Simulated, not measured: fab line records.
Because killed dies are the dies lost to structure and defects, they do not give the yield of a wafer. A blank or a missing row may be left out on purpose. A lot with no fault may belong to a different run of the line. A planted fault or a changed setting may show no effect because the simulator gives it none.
A lot that was struck, set against a sound lot | flow n5_finfet | 37 out of 1938 route steps
Sound: wafers L268.2, L268.3, L268.4. Wafers struck: L278.1, L278.4, L278.6. Last of all comes the cause.
Each step with rows lists, per side, the tool, then ch with its chambers, then its first start. Under that, the readings that differ: sound wafers | struck wafers | difference of the means | sigmas: that difference in standard deviations of wafers without a fault.
alike: readings whose means differ by less than 2 such deviations, and words and numbers that are the same on both sides. not compared: withheld readings, readings that some wafer has no value for, bounds like >300 that may hide the same value, and numbers for which the record gives no deviation and whose values overlap.
The two part at a step that has a row with sigmas, a row that says differs or no value, or rows on one side only. When numbers do not overlap yet have no deviation, they are printed without sigmas and do not part them. A reading missing from all wafers of one side parts the sides only when that side holds two or more wafers.

first, 9 steps without rows for these wafers: N5_WELL_APT_DESCUM_30 (chemistry O2, time 7.9 s); N5_WELL_APT_IMPLANT_31; N5_WELL_APT_IMPLANT_32; N5_WELL_APT_STRIP_33 (strips in SPM, time 900 s); N5_WELL_APT_RTA_34 (time 10 s); N5_WELL_APT_OXIDE_STRIP_42 (strips SiO2 in dHF, time 45 s, target depth 12 nm); N5_WELL_APT_PRECLEAN_36 (cleans in O3/DIW, time 45 s); N5_WELL_APT_PRECLEAN_39 (cleans in dHF, time 60 s); N5_WELL_APT_SRD_37 (time 30 s).
N5_WELL_APT_EPI_41: deposits Si from SiH4/H2, target thk 50 nm, time 297.7 s.
  sound on epi_rpcvd-04 ch 0, day 1 22:20; struck on epi_rpcvd-04 ch 0, day 4 10:20
  reading                                 | sound             | struck            | difference | sigmas
  model.Si_of_WELL_APT_EPI_41.thk_nm (nm) | 49.43 49.47 50.03 | 42.23 42.37 42.77 | -7.19      |
  alike: throttle_valve_pct
then, 24 steps without rows for these wafers: N5_PMOS_HMC_CHANNEL_EPI_HM_DEP_34 (deposits SiO2 from TEOS/O2, target thk 36 nm, time 6.9 s); N5_PMOS_HMC_CHANNEL_EPI_COAT_31 (time 60 s, resist thk 66 nm); N5_PMOS_HMC_CHANNEL_EPI_COAT_03 (resist thk 205 nm); N5_PMOS_HMC_CHANNEL_EPI_EBR_05; N5_PMOS_HMC_CHANNEL_EPI_SOFTBAKE_04 (time 60 s); N5_PMOS_HMC_CHANNEL_EPI_EXPOSE_06 (exposes mask PMOS HMC BLK, target cd 240 nm); N5_PMOS_HMC_CHANNEL_EPI_PEB_07 (peb time 60 s); N5_PMOS_HMC_CHANNEL_EPI_DEVELOP_08 (develop time 30 s); N5_PMOS_HMC_CHANNEL_EPI_DESCUM_14 (chemistry O2, time 7.9 s); N5_PMOS_HMC_CHANNEL_EPI_ETCH_32 (etches BARC in N2/H2, stops on SiO2, target depth 85.8 nm, time 50.3 s); N5_PMOS_HMC_CHANNEL_EPI_HM_OPEN_15 (chemistry CHF3/O2, target SiO2, target depth 40.6 nm, time 20.3 s); N5_PMOS_HMC_CHANNEL_EPI_STRIP_33 (strips in N2/H2); N5_PMOS_HMC_CHANNEL_EPI_STRIP_17 (strips in SPM, time 750 s); N5_PMOS_HMC_CHANNEL_EPI_ETCH_38 (etches SiO2 in CF4, target depth 1.5 nm); N5_PMOS_HMC_CHANNEL_EPI_FIN_RECESS_16 (chemistry HBr/Cl2, target Si, target depth 54 nm, time 18 s); N5_PMOS_HMC_CHANNEL_EPI_PRECLEAN_36 (cleans in O3/DIW, time 45 s); N5_PMOS_HMC_CHANNEL_EPI_PRECLEAN_18 (cleans in DHF, time 30 s); N5_PMOS_HMC_CHANNEL_EPI_SRD_19 (time 30 s); N5_PMOS_HMC_CHANNEL_EPI_EPI_20 (deposits SiGe30, target thk 59 nm); N5_PMOS_HMC_CHANNEL_EPI_HM_STRIP_35 (strips SiO2 in dHF, material SiO2, target depth 39.6 nm, time 216 s); N5_PMOS_HMC_CHANNEL_EPI_SRD_39 (time 30 s); N5_PMOS_HMC_CHANNEL_EPI_CMP_21 (polishes SiGe30, target thk 54 nm); N5_PMOS_HMC_CHANNEL_EPI_PRECLEAN_40 (cleans in DHF, time 30 s); N5_PMOS_HMC_CHANNEL_EPI_PRECLEAN_37 (cleans in O3/DIW, time 45 s).
N5_SD_EPI_N_STRIP_18: strips in SPM, time 750 s.
  sound on wet_bench-05 ch 0,5,6, day 3 07:42; struck on wet_bench-02 ch 0,1,6, day 5 21:45
  reading                                 | sound       | struck      | difference | sigmas
  model.Si_of_WELL_APT_EPI_41.thk_nm (nm) | 7.6 8.2 8.4 | 4.4 4.4 4.4 | -3.7       |
-- record jumps: 5 days separate the struck wafers' starts on either side; left off in module SD_EPI_N, taken up again in module BEOL_M4, whose first shown step is the route's number 1111 --
N5_BEOL_M4_RC_MEAS_101:
  sound on prober-01 ch 0, day 8 07:38; struck on prober-01 ch 0, day 10 21:54
  reading           | sound          | struck         | difference | sigmas
  CJ_N              | 4.41 4.39 4.41 | 4.96 4.88 4.97 | +0.53      | +6
  CJ_P              | 5.55 5.83 5.70 | 4.83 4.71 4.95 | -0.86      | -5
  RS_PWELL (ohm/sq) | 3015 3030 3024 | 3076 3071 3091 | +56        | +2
  VT_P (mV)         | -245 -255 -249 | -244 -243 -242 | +7         | +2
  alike: DIBL_N, DIBL_P, IOFF_N, IOFF_P, ION_N, ION_P, SS_N, SS_P, VT_N
-- record jumps: 4 days separate the struck wafers' starts on either side; left off in module BEOL_M4, taken up again in module PASSIVATION, whose first shown step is the route's number 1936 --
N5_PASSIVATION_PROBE_49:
  struck on prober-01, day 15 06:17; sound on prober-02, day 13 01:56
  reading         | sound   | struck | difference | sigmas
  killed_at_other | 10 2 11 | 2 1 1  | -6         | -2
  alike: defect_limited_yield, killed_at_M0_to_M3, killed_at_M4_up, killed_at_contacts, killed_at_front_end, killed_dies, killed_open, killed_short, sort_bin_5_function, sort_bin_6_memory, sort_bin_8_speed, sort_n_pass, sort_yield_pct

## WHERE THEY PART
First at N5_BEOL_M4_RC_MEAS_101; last, within this record, at N5_PASSIVATION_PROBE_49.

WHY: whatever the simulator had introduced
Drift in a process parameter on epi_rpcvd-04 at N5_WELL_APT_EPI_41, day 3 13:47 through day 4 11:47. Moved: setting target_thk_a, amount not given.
